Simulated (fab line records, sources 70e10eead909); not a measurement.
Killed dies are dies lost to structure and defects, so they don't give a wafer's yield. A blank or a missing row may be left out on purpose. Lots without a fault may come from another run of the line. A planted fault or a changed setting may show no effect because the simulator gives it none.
fab line records | flow nand_harc
record lots=24 wafers=72 last_day=24
route steps=1159 shown A_CONTACT@842
lots that met no fault: from a run of the same line without faults
start_h: hours from the record's first day to the start of the lot's first wafer shown | wait_h: hours since the lot's step before | " the same as in the row above | L1.1+2: a row that stands for several wafers | - no value, or no start given | * or withheld: withheld | < > ~ a bound
route shown NAME@n: a module of which the file shows steps, and the number in the route of the first | usual: mean/standard deviation of fault-free wafers | same: alike in all rows | chamber/n: place in a boat | sites: the reading at each site | _std_site: their standard deviation | _edge_site: outer sites' mean less inner sites' | radius_mm: how far each site lies from the wafer's centre | mask NAME#n: copy n | behind: the tool/chamber that last shaped the wafer | hold: why the lot was held/for how many hours/how that ended | device: the transistor (n, p or np) that didn't switch | end of line: the same wafers' tests at the end of the route | a step without rows: its recipe alone | killed: dies lost to structure and defects at the first sort, not the wafer's yield | map: a wafer's dies, x killed, . not, _ none there
set.NAME: the setting as run; set.NAME@STEP: as run at that earlier step | model.NAME: the simulator's own value behind a step, which no gauge read
steps of the route over a sample of lots; a table a step, a row a wafer
services: from which hour (start_h, from the record's first day; less than 0 if before it) a tool's chamber was out of use, for how many hours, and why
## steps
# step NHARC_A_CONTACT_DEP_28
# recipe target_thk_a=36000 temp_c=400 material=aC
# usual susceptor_temp_C=400.10/0.24 throttle_valve_pct=35.000/0.0096
# columns lot.wafer tool chamber start_h wait_h susceptor_temp_C throttle_valve_pct
L074.1 acl_dep-02 0 368.34 0.1 400.24 35.010
L074.3 " 0 " " 400.24 35.003
L074.5 " 0 " " 400.57 34.997
L076.2 acl_dep-01 0 369.02 0.4 399.73 35.007
L076.5 " 0 370.13 1.5 399.92 34.992
L076.6 " 0 " " 399.48 34.999
L075.1 acl_dep-02 0 378.95 0.1 400.11 34.986
L075.4 " 0 380.06 1.2 399.67 35.003
L075.6 " 0 " " 400.01 34.983
L079.2 acl_dep-03 0 379.75 0.7 400.06 34.996
L079.3 " 0 " " 399.79 35.003
L079.6 " 0 381.25 2.2 400.05 34.999
L080.1 acl_dep-02 0 387.33 0.5 399.89 35.003
L080.3 " 0 " " 400.07 35.007
L080.5 " 0 " " 400.26 34.997
L077.3 acl_dep-02 0 392.16 1.0 399.96 34.988
L077.4 " 0 " " 400.04 35.002
L077.6 " 0 " " 399.77 35.004
L081.2 acl_dep-03 0 398.71 1.9 - 34.975
L081.3 " 0 " " - 34.994
L081.4 " 0 " " - 35.016
L078.2 acl_dep-01 0 399.88 2.3 - 34.996
L078.3 " 0 " " - 34.993
L078.6 " 0 401.34 3.8 - 34.993
L082.2 acl_dep-02 0 407.20 2.8 400.02 35.013
L082.3 " 0 " " 399.85 34.992
L082.5 " 0 " " 399.79 34.987
L083.1 acl_dep-01 0 423.68 0.1 - 34.997
L083.5 " 0 425.14 1.5 - 35.006
L083.6 " 0 " " - 34.992
L084.2 acl_dep-03 0 438.09 0.4 - 34.987
L084.3 " 0 " " - 35.004
L084.5 " 0 " " - 35.007
L086.3 acl_dep-02 0 440.92 1.3 400.27 35.017
L086.5 " 0 " " 400.13 34.997
L086.6 " 0 " " 400.32 35.012
L085.1 acl_dep-02 0 444.94 1.1 400.27 35.008
L085.3 " 0 " " 400.01 34.994
L085.4 " 0 " " 400.25 35.013
L088.1 acl_dep-01 0 445.20 1.1 400.18 35.013
L088.5 " 0 446.67 2.5 400.12 35.010
L088.6 " 0 " " 400.21 35.010
L087.1 acl_dep-01 0 451.11 2.2 - 34.997
L087.2 " 0 " " - 35.019
L087.6 " 0 452.93 4.0 - 34.987
L089.2 acl_dep-02 0 451.20 2.3 400.26 35.001
L089.5 " 0 452.31 3.4 400.11 35.011
L089.6 " 0 " " 400.06 35.014
L090.1 acl_dep-01 0 455.22 2.1 - 35.012
L090.2 " 0 " " - 35.001
L090.6 " 0 457.03 3.9 - 34.990
L092.2 acl_dep-03 0 457.27 2.8 - 35.006
L092.4 " 0 " " - 35.013
L092.5 " 0 " " - 34.995
L093.3 acl_dep-03 0 461.04 3.6 399.98 34.994
L093.4 " 0 " " 400.20 35.004
L093.5 " 0 " " 399.85 35.001
L091.1 acl_dep-02 0 462.34 3.6 400.09 35.001
L091.3 " 0 " " 400.17 34.993
L091.4 " 0 " " 400.43 34.994
L095.2 acl_dep-03 0 485.83 4.5 400.35 35.021
L095.3 " 0 " " 400.16 35.002
L095.5 " 0 " " 400.22 35.009
L096.1 acl_dep-03 0 489.52 4.0 400.29 34.999
L096.3 " 0 " " 400.76 35.002
L096.4 " 0 " " 400.31 35.008
L094.1 acl_dep-01 0 495.83 0.1 - 35.007
L094.4 " 0 496.93 1.1 - 35.013
L094.5 " 0 " " - 34.996
L097.2 acl_dep-02 0 497.95 1.5 400.26 35.001
L097.3 " 0 " " 400.27 35.007
L097.6 " 0 499.43 3.0 400.11 35.007
# step NHARC_A_CONTACT_OVL_MEAS_43
# usual overlay_x_nm=-0.1/0.68 overlay_y_nm=-0.4/0.8
# columns lot.wafer tool chamber start_h wait_h overlay_x_nm overlay_y_nm
L074.1 overlay-02 - 371.38 - 0.2 -2.1
L074.3 " - " " -0.2 -2.5
L074.5 " - " " 0.4 -2.2
L076.2 overlay-01 - 371.70 - 0.0 -0.4
L076.5 " - " " 0.0 -0.3
L076.6 " - " " -0.1 -0.7
L075.1 overlay-01 - 381.94 - -0.6 -0.7
L075.4 " - " " -0.2 -0.6
L075.6 " - " " -0.7 -0.6
L079.2 overlay-01 - 382.46 - -1.1 -1.3
L079.3 " - " " -1.2 -0.9
L079.6 " - " " -1.1 -1.5
L080.1 overlay-01 - 390.36 - -0.9 -0.5
L080.3 " - " " -0.8 0.0
L080.5 " - " " -1.0 -0.6
L077.3 overlay-02 - 394.46 - -0.7 -1.0
L077.4 " - " " -0.3 -1.1
L077.6 " - " " -0.5 -0.7
L081.2 overlay-01 - 401.24 - -1.1 0.3
L081.3 " - " " -0.9 -0.2
L081.4 " - " " -0.7 -0.1
L078.2 overlay-01 - 402.55 - 0.8 -1.3
L078.3 " - " " -0.3 -1.2
L078.6 " - " " 0.5 -1.1
L082.2 overlay-02 - 409.76 - 0.5 0.1
L082.3 " - " " 0.3 0.3
L082.5 " - " " 0.1 0.6
L083.1 overlay-01 - 426.66 - 1.0 0.0
L083.5 " - " " 0.8 -0.6
L083.6 " - " " 0.9 -0.1
L084.2 overlay-01 - 440.73 - -1.1 1.6
L084.3 " - " " -0.7 1.0
L084.5 " - " " -0.7 1.3
L086.3 overlay-02 - 443.10 - 0.7 0.4
L086.5 " - " " 0.5 -0.1
L086.6 " - " " 1.1 -0.4
L085.1 overlay-01 - 447.86 - 0.5 0.2
L085.3 " - " " -0.1 0.6
L085.4 " - " " 0.3 0.8
L088.1 overlay-01 - 448.11 - 0.2 0.4
L088.5 " - " " 0.1 -0.1
L088.6 " - " " 0.0 0.8
L089.2 overlay-02 - 453.88 - 0.7 -1.4
L089.5 " - " " 0.3 -1.6
L089.6 " - " " 0.4 -1.7
L087.1 overlay-02 - 454.12 - -0.3 -0.4
L087.2 " - " " -1.0 0.5
L087.6 " - " " -1.1 -0.4
L090.1 overlay-01 - 458.23 - -0.1 -0.4
L090.2 " - " " 0.4 0.8
L090.6 " - " " 0.7 -0.1
L092.2 overlay-02 - 459.91 - 0.9 -0.9
L092.4 " - " " 0.9 -0.3
L092.5 " - " " 0.4 -0.4
L093.3 overlay-01 - 463.21 - 0.3 -0.3
L093.4 " - " " 0.4 -0.5
L093.5 " - " " -0.1 -0.5
L091.1 overlay-01 - 465.37 - 0.7 0.5
L091.3 " - " " 1.0 0.7
L091.4 " - " " 0.7 1.1
L095.2 overlay-02 - 488.49 - 0.3 -0.9
L095.3 " - " " 0.3 -0.4
L095.5 " - " " -0.3 -0.5
L096.1 overlay-02 - 492.56 - -1.1 0.3
L096.3 " - " " -1.4 0.3
L096.4 " - " " -1.0 0.1
L094.1 overlay-01 - 498.86 - 0.1 -0.6
L094.4 " - " " -0.9 -0.5
L094.5 " - " " -0.4 -0.3
L097.2 overlay-02 - 500.77 - -0.8 -0.6
L097.3 " - " " -0.9 -0.5
L097.6 " - " " -1.0 -0.3
# step NHARC_A_CONTACT_ETCH_113
# recipe source_w=withheld pressure_mtorr=20 bias_v=3000 time_s=94 target_depth_a=9220 ar_flow_sccm=withheld c4f8_flow_sccm=withheld o2_flow_sccm=withheld chemistry=C4F8/O2/Ar
# columns lot.wafer tool chamber start_h wait_h rf_hours_counter_h
L074.1 har_cap_etch-03 1 373.30 0.1 81
L074.3 " 1 " " -
L074.5 " 0 " " -
L076.2 har_cap_etch-02 0 373.55 0.1 9
L076.6 " 0 " " -
L076.5 " 1 " " -
L075.1 har_cap_etch-01 0 383.74 0.1 55
L075.4 " 1 " " -
L075.6 " 0 " " -
L079.2 har_cap_etch-03 0 384.47 0.1 83
L079.3 " 0 " " -
L079.6 " 1 " " -
L080.1 har_cap_etch-02 1 392.31 0.1 13
L080.3 " 1 " " -
L080.5 " 1 " " -
L077.4 har_cap_etch-03 0 396.47 0.1 -
L077.3 " 1 " " -
L077.6 " 1 " " -
L081.2 har_cap_etch-02 0 403.26 0.1 14
L081.3 " 1 " " -
L081.4 " 0 " " -
L078.2 har_cap_etch-03 0 404.21 0.1 88
L078.3 " 1 " " -
L078.6 " 1 " " -
L082.2 har_cap_etch-03 0 411.48 0.1 89
L082.3 " 0 " " -
L082.5 " 1 " " -
L083.1 har_cap_etch-01 0 428.37 0.1 63
L083.6 " 1 " " -
L083.5 " 0 " " -
L084.2 har_cap_etch-02 1 442.54 0.1 19
L084.3 " 1 " " -
L084.5 " 0 " " -
L086.3 har_cap_etch-03 0 444.77 0.1 -
L086.5 " 0 " " -
L086.6 " 1 " " -
L085.1 har_cap_etch-02 0 449.54 0.1 20
L085.3 " 0 " " -
L085.4 " 1 " " -
L088.1 har_cap_etch-01 1 449.80 0.1 65
L088.6 " 0 " " -
L088.5 " 1 " " -
L089.2 har_cap_etch-01 1 455.54 0.1 67
L089.5 " 0 " " -
L089.6 " 1 " " -
L087.2 har_cap_etch-03 0 455.86 0.1 96
L087.1 " 1 " " 96
L087.6 " 0 " " -
L090.1 har_cap_etch-03 1 460.09 0.1 97
L090.2 " 0 " " 97
L090.6 " 1 " " -
L092.2 har_cap_etch-02 1 461.61 0.1 25
L092.4 " 1 " " -
L092.5 " 0 " " -
L093.4 har_cap_etch-02 0 465.91 0.1 -
L093.3 " 1 " " -
L093.5 " 0 " " -
L091.1 har_cap_etch-02 0 467.41 0.1 27
L091.3 " 0 " " -
L091.4 " 1 " " -
L095.2 har_cap_etch-03 1 490.17 0.1 104
L095.3 " 0 " " -
L095.5 " 0 " " -
L096.1 har_cap_etch-01 0 494.21 0.1 74
L096.4 " 0 " " -
L096.3 " 1 " " -
L094.1 har_cap_etch-03 1 500.51 0.1 105
L094.4 " 1 " " -
L094.5 " 0 " " -
L097.2 har_cap_etch-02 0 502.53 0.1 34
L097.3 " 1 " " -
L097.6 " 1 " " -
# step NHARC_A_CONTACT_ETCH_118
# recipe source_w=withheld pressure_mtorr=20 bias_v=3000 time_s=94 target_depth_a=9220 ar_flow_sccm=withheld c4f8_flow_sccm=withheld o2_flow_sccm=withheld chemistry=C4F8/O2/Ar
# columns lot.wafer tool chamber start_h wait_h rf_hours_counter_h
L074.1 har_cap_etch-03 1 373.75 0.1 81
L074.3 " 1 " " -
L074.5 " 0 " " -
L076.2 har_cap_etch-02 0 374.07 0.1 10
L076.6 " 0 " " -
L076.5 " 1 " " -
L075.1 har_cap_etch-01 0 384.35 0.1 56
L075.4 " 1 " " -
L075.6 " 0 " " -
L079.2 har_cap_etch-03 0 384.93 0.1 84
L079.3 " 0 " " -
L079.6 " 1 " " -
L080.1 har_cap_etch-02 1 392.92 0.1 13
L080.3 " 1 " " -
L080.5 " 1 " " -
L077.4 har_cap_etch-03 0 396.93 0.1 -
L077.3 " 1 " " -
L077.6 " 1 " " -
L081.2 har_cap_etch-02 0 403.86 0.1 15
L081.3 " 1 " " -
L081.4 " 0 " " -
L078.2 har_cap_etch-03 0 404.66 0.1 88
L078.3 " 1 " " -
L078.6 " 1 " " -
L082.2 har_cap_etch-03 0 411.93 0.1 89
L082.3 " 0 " " -
L082.5 " 1 " " -
L083.1 har_cap_etch-01 0 428.83 0.1 64
L083.6 " 1 " " -
L083.5 " 0 " " -
L084.2 har_cap_etch-02 1 442.99 0.1 19
L084.3 " 1 " " -
L084.5 " 0 " " -
L086.3 har_cap_etch-03 0 445.23 0.1 -
L086.5 " 0 " " -
L086.6 " 1 " " -
L085.1 har_cap_etch-02 0 449.99 0.1 21
L085.3 " 0 " " -
L085.4 " 1 " " -
L088.1 har_cap_etch-01 1 450.26 0.1 66
L088.6 " 0 " " -
L088.5 " 1 " " -
L089.2 har_cap_etch-01 1 456.00 0.1 67
L089.5 " 0 " " -
L089.6 " 1 " " -
L087.2 har_cap_etch-03 0 456.43 0.1 96
L087.1 " 1 " " 96
L087.6 " 0 " " -
L090.1 har_cap_etch-03 1 461.52 0.1 98
L090.2 " 0 " " 98
L090.6 " 1 " " -
L092.2 har_cap_etch-02 1 462.06 0.1 25
L092.4 " 1 " " -
L092.5 " 0 " " -
L093.4 har_cap_etch-02 0 466.36 0.1 -
L093.3 " 1 " " -
L093.5 " 0 " " -
L091.1 har_cap_etch-02 0 467.86 0.1 28
L091.3 " 0 " " -
L091.4 " 1 " " -
L095.2 har_cap_etch-03 1 490.62 0.1 104
L095.3 " 0 " " -
L095.5 " 0 " " -
L096.1 har_cap_etch-01 0 494.66 0.1 74
L096.4 " 0 " " -
L096.3 " 1 " " -
L094.1 har_cap_etch-03 1 500.97 0.1 106
L094.4 " 1 " " -
L094.5 " 0 " " -
L097.2 har_cap_etch-02 0 502.99 0.1 34
L097.3 " 1 " " -
L097.6 " 1 " " -
# step NHARC_A_CONTACT_ETCH_119
# recipe source_w=withheld pressure_mtorr=20 bias_v=3000 time_s=94 target_depth_a=9220 ar_flow_sccm=withheld c4f8_flow_sccm=withheld o2_flow_sccm=withheld chemistry=C4F8/O2/Ar
# columns lot.wafer tool chamber start_h wait_h rf_hours_counter_h
L074.1 har_cap_etch-03 1 373.84 0.1 81
L074.3 " 1 " " -
L074.5 " 0 " " -
L076.2 har_cap_etch-02 0 374.19 0.1 10
L076.6 " 0 " " -
L076.5 " 1 " " -
L075.1 har_cap_etch-01 0 384.47 0.1 56
L075.4 " 1 " " -
L075.6 " 0 " " -
L079.2 har_cap_etch-03 0 385.02 0.1 84
L079.3 " 0 " " -
L079.6 " 1 " " -
L080.1 har_cap_etch-02 1 393.04 0.1 13
L080.3 " 1 " " -
L080.5 " 1 " " -
L077.4 har_cap_etch-03 0 397.02 0.1 -
L077.3 " 1 " " -
L077.6 " 1 " " -
L081.2 har_cap_etch-02 0 403.98 0.1 15
L081.3 " 1 " " -
L081.4 " 0 " " -
L078.2 har_cap_etch-03 0 404.75 0.1 88
L078.3 " 1 " " -
L078.6 " 1 " " -
L082.2 har_cap_etch-03 0 412.02 0.1 89
L082.3 " 0 " " -
L082.5 " 1 " " -
L083.1 har_cap_etch-01 0 428.92 0.1 64
L083.6 " 1 " " -
L083.5 " 0 " " -
L084.2 har_cap_etch-02 1 443.08 0.1 20
L084.3 " 1 " " -
L084.5 " 0 " " -
L086.3 har_cap_etch-03 0 445.32 0.1 -
L086.5 " 0 " " -
L086.6 " 1 " " -
L085.1 har_cap_etch-02 0 450.08 0.1 21
L085.3 " 0 " " -
L085.4 " 1 " " -
L088.1 har_cap_etch-01 1 450.35 0.1 66
L088.6 " 0 " " -
L088.5 " 1 " " -
L089.2 har_cap_etch-01 1 456.09 0.1 67
L089.5 " 0 " " -
L089.6 " 1 " " -
L087.2 har_cap_etch-03 0 456.52 0.1 97
L087.1 " 1 " " 97
L087.6 " 0 " " -
L090.1 har_cap_etch-03 1 461.62 0.1 98
L090.2 " 0 " " 98
L090.6 " 1 " " -
L092.2 har_cap_etch-02 1 462.15 0.1 25
L092.4 " 1 " " -
L092.5 " 0 " " -
L093.4 har_cap_etch-02 0 466.46 0.1 -
L093.3 " 1 " " -
L093.5 " 0 " " -
L091.1 har_cap_etch-02 0 467.95 0.1 28
L091.3 " 0 " " -
L091.4 " 1 " " -
L095.2 har_cap_etch-03 1 490.71 0.1 104
L095.3 " 0 " " -
L095.5 " 0 " " -
L096.1 har_cap_etch-01 0 494.75 0.1 74
L096.4 " 0 " " -
L096.3 " 1 " " -
L094.1 har_cap_etch-03 1 501.06 0.1 106
L094.4 " 1 " " -
L094.5 " 0 " " -
L097.2 har_cap_etch-02 0 503.08 0.1 34
L097.3 " 1 " " -
L097.6 " 1 " " -
# step NHARC_A_CONTACT_ETCH_102
# recipe target_depth_a=700 overetch_a=70 time_s=38.5 ion_energy_ev=100 cf4_flow_sccm=80 o2_flow_sccm=20 ar_flow_sccm=0 rf_w=300 bias_w=100 chemistry=CF4/O2
# usual drypump_motor_current_A=5.7/0.4 o2_flow_sccm=19.99/0.062 oes_product_au=1.003/0.013 rf_vpp_V=198.1/1.3 showerhead_plenum_p_Torr=1.35/0.044 throttle_valve_pct=13.397/0.0092
# columns lot.wafer tool chamber start_h wait_h drypump_motor_current_A o2_flow_sccm oes_product_au rf_hours_counter_h rf_vpp_V showerhead_plenum_p_Torr throttle_valve_pct
L074.1 rie_diel-05 2 375.33 0.0 6.4 20.06 1.016 6 196.8 1.27 13.384
L074.3 " 1 " " 5.2 19.94 1.005 6 197.4 1.37 13.390
L074.5 " 2 " " 6.4 20.05 1.021 - 197.0 1.27 13.398
L076.2 rie_diel-05 0 375.91 0.1 5.4 20.06 0.996 5 197.9 1.36 13.412
L076.5 " 1 " " 5.1 19.96 0.996 - 197.7 1.37 13.396
L076.6 " 2 " " 6.4 19.98 1.007 - 196.2 1.27 13.393
L075.4 rie_diel-13 1 386.19 0.0 5.6 20.00 1.012 39 198.9 1.39 13.386
L075.1 " 3 " " 5.6 19.96 1.005 37 198.8 1.40 13.418
L075.6 " 1 " " 5.6 20.00 1.006 - 198.5 1.39 13.394
L079.2 rie_diel-05 3 386.53 0.1 5.4 19.97 1.008 7 197.0 1.32 13.393
L079.3 " 0 " " 5.4 19.97 0.996 7 197.7 1.36 13.392
L079.6 " 3 " " 5.4 20.01 1.001 - 197.4 1.32 13.398
L080.3 rie_diel-07 2 394.93 0.1 5.9 20.08 1.030 50 197.8 1.33 13.401
L080.1 " 0 " " 6.3 19.95 1.000 56 198.7 1.31 13.397
L080.5 " 1 " " 6.0 20.03 1.011 - 199.5 1.33 13.390
L077.3 rie_diel-07 1 399.24 0.2 6.1 19.94 1.007 58 196.8 1.33 13.403
L077.4 " 2 " " 5.8 20.03 1.028 53 198.6 1.33 13.391
L077.6 " 1 " " 6.1 19.94 1.007 - 198.3 1.33 13.401
L081.4 rie_diel-05 3 406.13 0.1 5.4 19.96 0.995 11 198.4 1.32 13.388
L081.2 " 0 " " 5.4 19.99 1.005 11 197.9 1.36 13.399
L081.3 " 1 " " 5.2 19.93 0.985 12 197.9 1.36 13.417
L078.2 rie_diel-05 1 406.57 0.1 5.2 19.98 1.000 12 199.1 1.36 13.390
L078.3 " 2 " " 6.4 20.05 1.012 13 194.9 1.27 13.397
L078.6 " 2 " " 6.4 20.01 1.011 - 196.7 1.27 13.393
L082.3 rie_diel-13 2 413.55 0.1 6.0 19.95 1.018 45 198.3 1.40 13.391
L082.2 " 0 " " 5.6 19.97 0.998 49 199.2 1.42 13.389
L082.5 " 0 " " 5.6 20.00 1.005 - 200.9 1.42 13.399
L083.1 rie_diel-05 1 430.42 0.1 5.2 20.06 0.984 16 198.6 1.36 13.405
L083.5 " 0 " " 5.4 19.93 1.015 - 198.0 1.36 13.396
L083.6 " 1 " " 5.2 20.09 0.989 - 197.0 1.36 13.398
L084.3 rie_diel-13 1 444.54 0.1 5.6 20.00 0.994 55 199.6 1.39 13.383
L084.2 " 2 " " 6.0 20.07 1.003 56 197.6 1.39 13.413
L084.5 " 0 " " 5.6 19.96 0.997 - 199.9 1.42 13.388
L086.3 rie_diel-05 0 446.78 0.1 5.4 19.97 1.015 18 196.4 1.36 13.404
L086.5 " 3 " " 5.4 20.03 0.995 - 197.7 1.32 13.408
L086.6 " 0 " " 5.4 20.00 1.011 - 196.7 1.36 13.409
L085.3 rie_diel-05 3 451.57 0.0 5.4 20.03 0.984 18 196.7 1.32 13.393
L085.4 " 0 " " 5.4 20.09 1.011 18 197.3 1.36 13.402
L085.1 " 2 " " 6.4 20.05 1.010 19 194.4 1.27 13.381
L088.1 rie_diel-07 0 451.83 0.1 6.3 19.96 1.004 14 197.8 1.31 13.386
L088.6 " 1 " " 6.1 19.94 0.986 - 197.7 1.33 13.405
L088.5 " 2 " " 5.9 20.04 1.028 - 197.4 1.33 13.403
L089.2 rie_diel-05 1 457.76 0.1 5.2 19.99 0.981 20 197.4 1.36 13.418
L089.6 " 2 " " 6.4 20.01 1.013 - 195.5 1.26 13.390
L089.5 " 3 " " 5.4 20.00 0.993 - 198.0 1.32 13.405
L087.2 rie_diel-07 0 458.15 0.1 6.3 19.87 0.994 17 196.2 1.30 13.401
L087.1 " 3 " " 5.8 20.01 1.015 17 199.5 1.35 13.401
L087.6 " 1 " " 6.0 20.00 0.982 - 197.5 1.33 13.395
L090.2 rie_diel-05 3 463.23 0.1 5.4 19.97 0.998 23 196.6 1.32 13.392
L090.1 " 1 " " 5.2 19.97 0.993 23 197.6 1.36 13.405
L090.6 " 1 " " 5.2 19.90 0.991 - 198.0 1.36 13.398
L092.2 rie_diel-05 0 464.34 0.1 5.4 19.97 1.010 23 199.2 1.36 13.392
L092.4 " 1 " " 5.2 20.07 0.992 24 197.7 1.36 13.395
L092.5 " 3 " " 5.4 19.96 0.997 - 196.5 1.32 13.406
L093.4 rie_diel-13 3 468.03 0.1 5.6 19.88 1.026 3 198.2 1.39 13.398
L093.3 " 0 " " 5.6 19.94 0.988 4 201.0 1.41 13.386
L093.5 " 2 " " 6.0 20.15 1.025 - 199.4 1.39 13.406
L091.3 rie_diel-13 0 469.62 0.1 5.6 20.02 0.993 5 201.4 1.41 13.400
L091.1 " 2 " " 6.0 20.06 1.019 4 199.6 1.39 13.400
L091.4 " 3 " " 5.6 19.95 1.019 4 199.5 1.39 13.396
L095.3 rie_diel-07 2 492.20 0.1 5.9 19.98 1.015 29 197.4 1.32 13.411
L095.2 " 3 " " 5.8 19.91 1.005 30 197.9 1.34 13.376
L095.5 " 0 " " 6.3 19.96 0.998 - 196.4 1.30 13.383
L096.3 rie_diel-13 1 496.24 0.1 5.6 19.91 0.981 11 199.4 1.39 13.406
L096.1 " 3 " " 5.6 20.03 1.006 11 199.1 1.39 13.399
L096.4 " 0 " " 5.6 19.96 0.986 11 198.5 1.41 13.396
L094.1 rie_diel-13 2 502.52 0.1 6.0 20.01 1.019 14 198.7 1.39 13.399
L094.4 " 1 " " 5.6 19.90 0.990 14 197.3 1.39 13.407
L094.5 " 3 " " 5.6 19.88 1.014 - 199.5 1.39 13.412
L097.2 rie_diel-05 0 504.58 0.1 5.4 20.04 1.011 32 199.1 1.35 13.397
L097.3 " 2 " " 6.4 20.08 1.022 32 197.0 1.26 13.383
L097.6 " 0 " " 5.4 19.98 1.016 - 198.7 1.35 13.409
## services
# columns tool chamber start_h hours kind
rie_diel-05 0 349.79 - clean
rie_diel-05 1 349.79 - clean
rie_diel-05 2 349.79 - clean
rie_diel-05 3 349.79 - clean
acl_dep-02 - 352.91 13.0 pm
rie_diel-05 0 374.29 - clean
rie_diel-05 1 374.29 - clean
rie_diel-05 2 374.29 - clean
rie_diel-05 3 374.29 - clean
rie_diel-13 - 377.73 0.4 repair
rie_diel-05 1 392.31 2.7 repair
rie_diel-05 0 398.94 - clean
rie_diel-05 1 398.94 - clean
rie_diel-05 2 398.94 - clean
rie_diel-05 3 398.94 - clean
rie_diel-07 - 405.27 9.0 pm
acl_dep-03 - 405.44 13.0 pm
rie_diel-05 0 423.44 - clean
rie_diel-05 1 423.44 - clean
rie_diel-05 2 423.44 - clean
rie_diel-05 3 429.14 11.9 repair
rie_diel-13 - 453.44 9.0 pm
acl_dep-01 - 478.87 13.0 pm
rie_diel-07 - 489.58 0.3 repair
## key
fault none
